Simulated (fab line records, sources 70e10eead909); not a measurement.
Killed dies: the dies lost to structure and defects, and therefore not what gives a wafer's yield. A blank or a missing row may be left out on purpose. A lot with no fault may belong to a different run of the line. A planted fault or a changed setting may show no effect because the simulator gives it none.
What tool caused it?    flow nand-harc    21 lots with 63 wafers sampled at 6 steps, on a route of 1302 steps

WHAT THE GAUGES SHOWED, per wafer
The record holds no reading of a measuring or inspecting step that can be judged against a usual standard deviation.

EACH LOT AND THE TOOL THAT RAN IT (in order: tool; ch and the chambers of the sampled wafers; start)
lot   NHARC_A_STAIRCASE_TRIM_202                     NHARC_A_STAIRCASE_TRIM_220          NHARC_A_STAIRCASE_ETCH_225                     NHARC_A_STAIRCASE_TRIM_229          NHARC_A_STAIRCASE_ETCH_234                   NHARC_A_STAIRCASE_STRIP_295
L074  rie-diel-12 ch 0,1, day 15 20:49 or earlier    rie-diel-03 ch 0,1,2, day 15 20:49  rie-diel-03 ch 1,2,3, day 15 22:25 or earlier  rie-diel-12 ch 1,2,3, day 15 22:25  rie-diel-12 ch 0,1,2, no start               rie-diel-03 ch 0,1,3, no start
L076  rie-diel-12 ch 2,3, day 16 12:19 or earlier    rie-diel-03 ch 0,3, day 16 12:19    rie-diel-03 ch 2,3, day 16 13:35 or earlier    rie-diel-13 ch 0,1,2, day 16 13:35  rie-diel-13 ch 1,2, no start                 rie-diel-13 ch 2,3, no start
L077  rie-diel-12 ch 0,1,2, day 17 06:25 or earlier  rie-diel-03 ch 0,2,3, day 17 06:25  rie-diel-03 ch 0,2,3, day 17 07:28 or earlier  rie-diel-03 ch 0,1,2, day 17 07:28  rie-diel-03 ch 0,2,3, no start               rie-diel-12 ch 0,2,3, no start
L078  rie-diel-12 ch 0,2,3, day 17 07:44 or earlier  rie-diel-03 ch 2,3, day 17 07:44    rie-diel-03 ch 1,2,3, day 17 09:01 or earlier  rie-diel-03 ch 0,1,2, day 17 09:01  rie-diel-03 ch 0,1,3, no start               rie-diel-13 ch 1,2,3, no start
L080  rie-diel-13 ch 1,3, day 17 22:32 or earlier    rie-diel-03 ch 0,1,2, day 17 22:32  rie-diel-03 ch 0,1, day 17 23:31 or earlier    rie-diel-13 ch 1,2, day 17 23:31    rie-diel-13 ch 2,3, no start                 rie-diel-13 ch 1,3, no start
L081  rie-diel-03 ch 0,1,3, day 18 15:41 or earlier  rie-diel-03 ch 1,2, day 18 15:41    rie-diel-03 ch 1,2, day 18 16:44 or earlier    rie-diel-13 ch 2,3, day 18 16:44    rie-diel-13 ch 0,3, day 19 09:04 or earlier  rie-diel-12 ch 0,2,3, day 19 09:04
L082  rie-diel-03 ch 0,2, day 19 13:20 or earlier    rie-diel-12 ch 2,3, day 19 13:20    rie-diel-12 ch 0,1, day 19 14:22 or earlier    rie-diel-03 ch 0,2, day 19 14:22    rie-diel-03 ch 0,1, no start                 rie-diel-13 ch 0,3, no start
L083  rie-diel-03 ch 0,3, day 19 14:27 or earlier    rie-diel-12 ch 0,1,3, day 19 14:27  rie-diel-13 ch 0,3, day 19 15:37 or earlier    rie-diel-03 ch 0,2,3, day 19 15:37  rie-diel-03 ch 0,1,2, no start               rie-diel-12 ch 0,1,2, no start
L084  rie-diel-12 ch 0,1,3, day 20 10:22 or earlier  rie-diel-12 ch 0,1,2, day 20 10:22  rie-diel-12 ch 1,2, day 20 11:38 or earlier    rie-diel-13 ch 0,2,3, day 20 11:38  rie-diel-13 ch 0,1,2, no start               rie-diel-13 ch 1,2,3, no start
L085  rie-diel-13 ch 0,1,2, day 20 14:02 or earlier  rie-diel-03 ch 0,2,3, day 20 14:02  rie-diel-03 ch 1,2,3, day 20 16:01 or earlier  rie-diel-03 ch 1,3, day 20 16:01    rie-diel-03 ch 0,1,2, no start               rie-diel-12 ch 0,2, no start
L086  rie-diel-03 ch 0,2, day 20 19:30 or earlier    rie-diel-12 ch 0,3, day 20 19:30    rie-diel-12 ch 0,2, day 20 20:40 or earlier    rie-diel-03 ch 1,2, day 20 20:40    rie-diel-03 ch 0,1,3, no start               rie-diel-12 ch 0,1,3, no start
L087  rie-diel-03 ch 0,1,3, day 21 19:58 or earlier  rie-diel-13 ch 0,2, day 21 19:58    rie-diel-13 ch 0,1,2, day 21 21:28 or earlier  rie-diel-03 ch 0,2, day 21 21:28    rie-diel-03 ch 0,1,3, no start               rie-diel-13 ch 2,3, no start
L090  rie-diel-13 ch 1,2,3, day 23 03:38 or earlier  rie-diel-03 ch 1,2, day 23 03:38    rie-diel-03 ch 0,1,3, day 23 04:49 or earlier  rie-diel-03 ch 2,3, day 23 04:49    rie-diel-03 ch 1,2,3, no start               rie-diel-03 ch 1,2,3, no start
L089  rie-diel-03 ch 1,2, day 23 03:50 or earlier    rie-diel-13 ch 0,3, day 23 03:50    rie-diel-13 ch 2,3, day 23 04:52 or earlier    rie-diel-13 ch 0,1, day 23 04:52    rie-diel-13 ch 1,2, no start                 rie-diel-12 ch 1,2, no start
L091  rie-diel-03 ch 0,1,3, day 23 07:58 or earlier  rie-diel-03 ch 0,3, day 23 07:58    rie-diel-03 ch 2,3, day 23 08:58 or earlier    rie-diel-13 ch 0,3, day 23 08:58    rie-diel-13 ch 0,1, no start                 rie-diel-12 ch 0,2,3, no start
L093  rie-diel-13 ch 0,2,3, day 23 20:45 or earlier  rie-diel-03 ch 0,1,2, day 23 20:45  rie-diel-03 ch 0,1,2, day 23 22:25 or earlier  rie-diel-13 ch 1,2,3, day 23 22:25  rie-diel-13 ch 0,1,2, no start               rie-diel-13 ch 0,3, no start
L092  rie-diel-13 ch 0,1,3, day 23 23:49 or earlier  rie-diel-13 ch 0,2,3, day 23 23:49  rie-diel-13 ch 0,2, day 24 00:51 or earlier    rie-diel-12 ch 0,3, day 24 00:51    rie-diel-12 ch 0,1,2, no start               rie-diel-13 ch 0,3, no start
L094  rie-diel-03 ch 0,2,3, day 24 06:19 or earlier  rie-diel-12 ch 0,1,3, day 24 06:19  rie-diel-12 ch 0,1,2, day 24 07:22 or earlier  rie-diel-12 ch 1,2,3, day 24 07:22  rie-diel-12 ch 0,1,3, no start               rie-diel-12 ch 1,2,3, no start
L096  rie-diel-12 ch 0,1,3, day 25 06:08 or earlier  rie-diel-13 ch 0,2,3, day 25 06:08  rie-diel-13 ch 0,2, day 25 07:11 or earlier    rie-diel-03 ch 0,3, day 25 07:11    rie-diel-03 ch 0,3, no start                 rie-diel-12 ch 1,3, no start
L097  rie-diel-13 ch 0,1,2, day 25 06:34 or earlier  rie-diel-12 ch 0,1,2, day 25 06:34  rie-diel-12 ch 0,2,3, day 25 07:46 or earlier  rie-diel-13 ch 0,1,3, day 25 07:46  rie-diel-13 ch 0,1,3, no start               rie-diel-13 ch 0,2,3, no start
L095  rie-diel-12 ch 0,2,3, day 25 09:26 or earlier  rie-diel-03 ch 0,2,3, day 25 09:26  rie-diel-03 ch 0,3, day 25 10:28 or earlier    rie-diel-13 ch 0,1,3, day 25 10:28  rie-diel-13 ch 0,1,3, no start               rie-diel-03 ch 1,2, no start
- NHARC_A_STAIRCASE_TRIM_202: chemistry O2, time 211.2 s.
- NHARC_A_STAIRCASE_TRIM_220: chemistry O2, time 211.2 s.
- NHARC_A_STAIRCASE_ETCH_225: etches the open film in C4F8/O2, target depth 100 nm, time 40.5 s.
- NHARC_A_STAIRCASE_TRIM_229: chemistry O2, time 211.2 s.
- NHARC_A_STAIRCASE_ETCH_234: etches the open film in C4F8/O2, target depth 100 nm, time 40.5 s.
- NHARC_A_STAIRCASE_STRIP_295: strips in O2.

AS READ BY THE TOOLS THEMSELVES (means over the sampled wafers that have a number; for cases with no such wafer, the mark the record gives instead)
NHARC_A_STAIRCASE_TRIM_202. Usual: drypump-motor-current-A 6.0 A, standard deviation 0.33; mfc-ar-sccm 0.007 sccm, standard deviation 0.011; oes-product-au 1.004 a.u., standard deviation 0.013; rf-vpp-V 57.8 V, standard deviation 0.94; showerhead-plenum-p-Torr 3.55 Torr, standard deviation 0.16; throttle-valve-pct 17.036 %, standard deviation 0.0092.
lot   tool         drypump-motor-current-A (A)  mfc-ar-sccm (sccm)  oes-product-au (a.u.)  rf-vpp-V (V)  showerhead-plenum-p-Torr (Torr)  throttle-valve-pct (%)  flag
L074  rie-diel-12  5.9                          0.002               1.000                  57.8          3.46                             17.032                  
L076  rie-diel-12  5.5                          0.029               1.022                  58.3          3.49                             17.042                  
L077  rie-diel-12  5.7                          0.013               1.011                  57.5          3.47                             17.028                  
L078  rie-diel-12  5.7                          0.020               1.016                  58.0          3.54                             17.029                  
L080  rie-diel-13  6.2                          0.000               0.992                  58.0          3.63                             17.047                  
L081  rie-diel-03  6.1                          0.001               0.999                  56.6          3.47                             17.035                  
L082  rie-diel-03  6.1                          0.000               1.013                  57.8          3.39                             17.033                  
L083  rie-diel-03  6.1                          0.000               1.015                  58.4          3.53                             17.027                  
L084  rie-diel-12  5.8                          0.008               0.995                  58.2          3.51                             17.031                  
L085  rie-diel-13  6.4                          0.006               1.002                  57.7          3.63                             17.029                  
L086  rie-diel-03  6.1                          0.000               1.002                  57.6          3.38                             17.040                  
L087  rie-diel-03  6.1                          0.001               1.006                  57.6          3.64                             17.033                  
L090  rie-diel-13  6.2                          0.000               0.996                  58.1          3.69                             17.046                  
L089  rie-diel-03  6.1                          0.002               1.003                  58.5          3.65                             17.029                  
L091  rie-diel-03  6.1                          0.001               1.010                  57.8          3.64                             17.044                  
L093  rie-diel-13  6.2                          0.006               1.008                  57.6          3.63                             17.041                  
L092  rie-diel-13  6.1                          0.006               1.005                  58.4          3.72                             17.044                  
L094  rie-diel-03  6.0                          0.000               1.006                  57.2          3.48                             17.034                  
L096  rie-diel-12  5.8                          0.008               0.999                  56.4          3.49                             17.033                  
L097  rie-diel-13  6.4                          0.006               1.002                  58.3          3.61                             17.035                  
L095  rie-diel-12  5.7                          0.020               1.009                  58.1          3.51                             17.043                  

NHARC_A_STAIRCASE_TRIM_220. Usual: drypump-motor-current-A 5.99 A, standard deviation 0.26; mfc-ar-sccm 0.005 sccm, standard deviation 0.0092; oes-product-au 1.004 a.u., standard deviation 0.014; rf-vpp-V 57.8 V, standard deviation 0.87; showerhead-plenum-p-Torr 3.52 Torr, standard deviation 0.17; throttle-valve-pct 17.036 %, standard deviation 0.0087.
lot   tool         drypump-motor-current-A (A)  mfc-ar-sccm (sccm)  oes-product-au (a.u.)  rf-vpp-V (V)  showerhead-plenum-p-Torr (Torr)  throttle-valve-pct (%)  flag
L074  rie-diel-03  6.12                         0.001               1.009                  56.9          3.37                             17.038                  
L076  rie-diel-03  5.99                         0.000               1.006                  59.1          3.63                             17.035                  
L077  rie-diel-03  6.03                         0.000               1.015                  58.0          3.52                             17.036                  
L078  rie-diel-03  5.93                         0.000               1.017                  58.3          3.60                             17.033                  
L080  rie-diel-03  6.12                         0.001               0.995                  56.8          3.36                             17.027                  
L081  rie-diel-03  6.12                         0.002               0.991                  56.7          3.30                             17.033                  
L082  rie-diel-12  5.59                         0.024               1.015                  58.2          3.52                             17.035                  
L083  rie-diel-12  5.85                         0.008               1.008                  57.8          3.51                             17.035                  
L084  rie-diel-12  5.73                         0.013               0.996                  57.3          3.46                             17.031                  
L085  rie-diel-03  6.03                         0.000               1.001                  57.6          3.50                             17.041                  
L086  rie-diel-12  5.92                         0.010               0.995                  57.9          3.59                             17.048                  
L087  rie-diel-13  6.37                         0.012               1.004                  57.0          3.56                             17.030                  
L090  rie-diel-03  6.12                         0.002               1.003                  58.4          3.65                             17.032                  
L089  rie-diel-13  5.83                         0.006               1.008                  58.3          3.74                             17.038                  
L091  rie-diel-03  6.09                         0.000               1.020                  58.3          3.51                             17.032                  
L093  rie-diel-03  6.11                         0.001               1.007                  58.0          3.52                             17.044                  
L092  rie-diel-13  6.13                         0.006               1.006                  58.5          3.62                             17.029                  
L094  rie-diel-12  5.83                         0.008               0.997                  57.4          3.49                             17.040                  
L096  rie-diel-13  6.13                         0.006               1.006                  58.9          3.62                             17.035                  
L097  rie-diel-12  5.74                         0.013               0.993                  57.7          3.44                             17.037                  
L095  rie-diel-03  6.02                         0.000               0.999                  57.6          3.48                             17.038                  

NHARC_A_STAIRCASE_ETCH_225. Usual: oes-product-au 0.945 a.u., standard deviation 0.015; rf-vpp-V 896 V, standard deviation 6.1.
lot   tool         oes-product-au (a.u.)  rf-vpp-V (V)  flag
L074  rie-diel-03  0.934                  895           
L076  rie-diel-03  0.952                  894           
L077  rie-diel-03  0.950                  896           
L078  rie-diel-03  0.932                  893           
L080  rie-diel-03  0.951                  891           
L081  rie-diel-03  0.927                  888           
L082  rie-diel-12  0.961                  896           
L083  rie-diel-13  0.971                  892           
L084  rie-diel-12  0.931                  890           
L085  rie-diel-03  0.920                  899           
L086  rie-diel-12  0.943                  896           
L087  rie-diel-13  0.929                  899           
L090  rie-diel-03  0.948                  900           
L089  rie-diel-13  0.940                  901           
L091  rie-diel-03  0.939                  893           
L093  rie-diel-03  0.951                  896           
L092  rie-diel-13  0.952                  896           
L094  rie-diel-12  0.929                  894           
L096  rie-diel-13  0.962                  897           
L097  rie-diel-12  0.938                  895           
L095  rie-diel-03  0.963                  895           

NHARC_A_STAIRCASE_TRIM_229. Usual: drypump-motor-current-A 6.1 A, standard deviation 0.31; mfc-ar-sccm 0.005 sccm, standard deviation 0.0088; oes-product-au 1.004 a.u., standard deviation 0.015; rf-vpp-V 57.8 V, standard deviation 0.91; showerhead-plenum-p-Torr 3.55 Torr, standard deviation 0.17; throttle-valve-pct 17.038 %, standard deviation 0.0092.
lot   tool         drypump-motor-current-A (A)  mfc-ar-sccm (sccm)  oes-product-au (a.u.)  rf-vpp-V (V)  showerhead-plenum-p-Torr (Torr)  throttle-valve-pct (%)  flag
L074  rie-diel-12  5.6                          0.018               1.011                  58.4          3.46                             17.036                  
L076  rie-diel-13  6.4                          0.006               0.996                  57.4          3.65                             17.037                  
L077  rie-diel-03  6.1                          0.001               1.008                  57.9          3.37                             17.044                  
L078  rie-diel-03  6.1                          0.001               1.007                  58.2          3.37                             17.036                  
L080  rie-diel-13  6.5                          0.000               0.995                  58.2          3.70                             17.049                  
L081  rie-diel-13  5.9                          0.000               1.003                  58.0          3.37                             17.035                  
L082  rie-diel-03  6.1                          0.000               1.027                  57.2          3.42                             17.038                  
L083  rie-diel-03  6.0                          0.000               1.008                  57.7          3.50                             17.041                  
L084  rie-diel-13  6.1                          0.006               1.005                  57.5          3.46                             17.033                  
L085  rie-diel-03  6.0                          0.001               0.997                  57.9          3.74                             17.025                  
L086  rie-diel-03  6.1                          0.002               1.009                  58.1          3.66                             17.041                  
L087  rie-diel-03  6.1                          0.000               1.010                  57.4          3.41                             17.032                  
L090  rie-diel-03  5.9                          0.000               0.991                  57.9          3.58                             17.041                  
L089  rie-diel-13  6.4                          0.006               0.997                  57.1          3.72                             17.042                  
L091  rie-diel-13  5.8                          0.006               1.003                  57.4          3.74                             17.034                  
L093  rie-diel-13  6.2                          0.000               0.998                  58.3          3.69                             17.033                  
L092  rie-diel-12  6.0                          0.010               0.998                  59.0          3.58                             17.049                  
L094  rie-diel-12  5.6                          0.018               0.996                  57.0          3.43                             17.041                  
L096  rie-diel-03  6.0                          0.000               1.012                  58.1          3.59                             17.040                  
L097  rie-diel-13  6.1                          0.006               1.002                  58.3          3.71                             17.032                  
L095  rie-diel-13  6.1                          0.006               0.999                  58.3          3.71                             17.035                  

NHARC_A_STAIRCASE_ETCH_234. Usual: oes-product-au 0.951 a.u., standard deviation 0.015; rf-vpp-V 897 V, standard deviation 6.1.
lot   tool         oes-product-au (a.u.)  rf-vpp-V (V)  flag
L074  rie-diel-12  0.969                  894           
L076  rie-diel-13  0.962                  898           
L077  rie-diel-03  0.951                  895           
L078  rie-diel-03  0.957                  893           
L080  rie-diel-13  0.952                  891           
L081  rie-diel-13  0.947                  891           
L082  rie-diel-03  0.969                  890           
L083  rie-diel-03  0.954                  890           
L084  rie-diel-13  0.931                  901           
L085  rie-diel-03  0.943                  896           
L086  rie-diel-03  0.957                  899           
L087  rie-diel-03  0.951                  900           
L090  rie-diel-03  0.940                  898           
L089  rie-diel-13  0.929                  902           
L091  rie-diel-13  0.958                  903           
L093  rie-diel-13  0.943                  900           
L092  rie-diel-12  0.934                  893           
L094  rie-diel-12  0.945                  895           
L096  rie-diel-03  0.955                  899           
L097  rie-diel-13  0.946                  902           
L095  rie-diel-13  0.956                  902           

NHARC_A_STAIRCASE_STRIP_295. Usual: drypump-motor-current-A 6.0 A, standard deviation 0.36; mfc-ar-sccm 0.008 sccm, standard deviation 0.012; oes-product-au 0.999 a.u., standard deviation 0.014; rf-vpp-V 57.8 V, standard deviation 0.89; showerhead-plenum-p-Torr 3.53 Torr, standard deviation 0.16; throttle-valve-pct 17.038 %, standard deviation 0.0088.
lot   tool         drypump-motor-current-A (A)  mfc-ar-sccm (sccm)  oes-product-au (a.u.)  rf-vpp-V (V)  showerhead-plenum-p-Torr (Torr)  throttle-valve-pct (%)  flag
L074  rie-diel-03  6.1                          0.001               1.004                  57.7          3.48                             17.038                  
L076  rie-diel-13  5.9                          0.000               1.019                  57.2          3.38                             17.035                  
L077  rie-diel-12  5.7                          0.020               1.014                  58.0          3.54                             17.029                  
L078  rie-diel-13  6.2                          0.000               1.001                  58.1          3.54                             17.038                  
L080  rie-diel-13  6.2                          0.000               0.989                  58.8          3.63                             17.029                  
L081  rie-diel-12  5.7                          0.020               1.015                  57.3          3.53                             17.050                  
L082  rie-diel-13  6.1                          0.012               0.989                  58.0          3.50                             17.033                  
L083  rie-diel-12  5.7                          0.013               0.996                  55.9          3.46                             17.040                  
L084  rie-diel-13  6.2                          0.000               0.994                  57.7          3.53                             17.038                  
L085  rie-diel-12  5.8                          0.015               1.000                  57.7          3.54                             17.036                  
L086  rie-diel-12  5.8                          0.008               0.990                  57.8          3.50                             17.041                  
L087  rie-diel-13  5.9                          0.000               1.005                  58.2          3.35                             17.039                  
L090  rie-diel-03  6.0                          0.001               0.989                  57.8          3.61                             17.043                  
L089  rie-diel-12  5.6                          0.011               0.989                  58.0          3.37                             17.039                  
L091  rie-diel-12  5.7                          0.020               1.000                  57.9          3.52                             17.033                  
L093  rie-diel-13  6.1                          0.012               1.011                  58.1          3.65                             17.038                  
L092  rie-diel-13  6.1                          0.012               1.012                  58.6          3.65                             17.034                  
L094  rie-diel-12  5.6                          0.018               0.982                  57.9          3.43                             17.035                  
L096  rie-diel-12  5.7                          0.006               0.981                  57.6          3.41                             17.040                  
L097  rie-diel-13  6.1                          0.006               1.008                  58.2          3.62                             17.030                  
L095  rie-diel-03  6.1                          0.001               0.988                  57.6          3.49                             17.027                  

THE ANSWER, worked out from the rows above alone
Rule: take the mean of a lot's wafers that have a number; if it is more than 3 standard deviations from the usual mean, the lot is off. A lot without any number at a reading at which 4 lots or more have one is off too. The other lots that the step has rows for count as sound. The gauges are gone through in route order, then the tools' own readings, and for those a lot's mean is taken as printed above. The first step at which some lot is off is used, and at that step the reading that is off furthest; a lot without a number counts as furthest.
None of the lots is off at any reading shown; this tells nothing.

WHAT HAD BEEN PUT IN BY THE SIMULATOR
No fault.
